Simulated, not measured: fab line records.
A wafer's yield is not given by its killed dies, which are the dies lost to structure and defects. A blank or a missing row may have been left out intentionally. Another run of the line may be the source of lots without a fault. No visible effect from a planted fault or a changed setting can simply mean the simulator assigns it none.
Matching of chambers || flow n5_finfet || rie_diel-03 running N5_SDB_ETCH_17: 4 sister chambers
The step etches SiARC in CF4, target depth 23.4 nm, time 39 s. 4 wafers are shown with their chamber, then 8 later ones without.

== WAFERS PAIRED WITH THEIR CHAMBERS ==
{"wafer": "L077.5", "chamber": 3, "drypump_motor_current_A (A)": 5.4}
{"wafer": "L088.5", "chamber": 2, "drypump_motor_current_A (A)": 5.3}
{"wafer": "L088.6", "chamber": 1, "drypump_motor_current_A (A)": 6.3}
{"wafer": "L091.1", "chamber": 0, "drypump_motor_current_A (A)": 5.8}

== WAFERS WITHOUT THEIR CHAMBER ==
{"wafer": "L091.2", "drypump_motor_current_A (A)": 5.4}
{"wafer": "L091.6", "drypump_motor_current_A (A)": 5.5}
{"wafer": "L094.2", "drypump_motor_current_A (A)": 5.4}
{"wafer": "L094.3", "drypump_motor_current_A (A)": 6.3}
{"wafer": "L094.5", "drypump_motor_current_A (A)": 5.4}
{"wafer": "L097.1", "drypump_motor_current_A (A)": 5.8}
{"wafer": "L097.4", "drypump_motor_current_A (A)": 6.3}
{"wafer": "L097.5", "drypump_motor_current_A (A)": 5.5}

== WHICH CHAMBER EACH WENT THROUGH ==
{"wafer": "L091.2", "from the rows above": 3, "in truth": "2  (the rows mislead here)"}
{"wafer": "L091.6", "from the rows above": 3, "in truth": 3}
{"wafer": "L094.2", "from the rows above": 3, "in truth": 3}
{"wafer": "L094.3", "from the rows above": 1, "in truth": 1}
{"wafer": "L094.5", "from the rows above": 3, "in truth": 3}
{"wafer": "L097.1", "from the rows above": 0, "in truth": 0}
{"wafer": "L097.4", "from the rows above": 1, "in truth": 1}
{"wafer": "L097.5", "from the rows above": 3, "in truth": 3}
Correct placement for 7 of the 8. Can't be placed from these rows: 0. Wrongly placed: 1.
How it was worked out, from the rows above alone: a wafer's distance from a chamber is the root of the sum, over the readings, of the square of ((its reading less the chamber's mean) divided by the reading's scatter). The wafer belongs to the nearest chamber; if the next one is less than 2 further off, it can't be placed. Each chamber's mean is taken over the wafers shown for it. The scatter (one wafer shown for each chamber): square how far every hidden wafer sits from the nearest shown wafer, average those squares and take the square root.
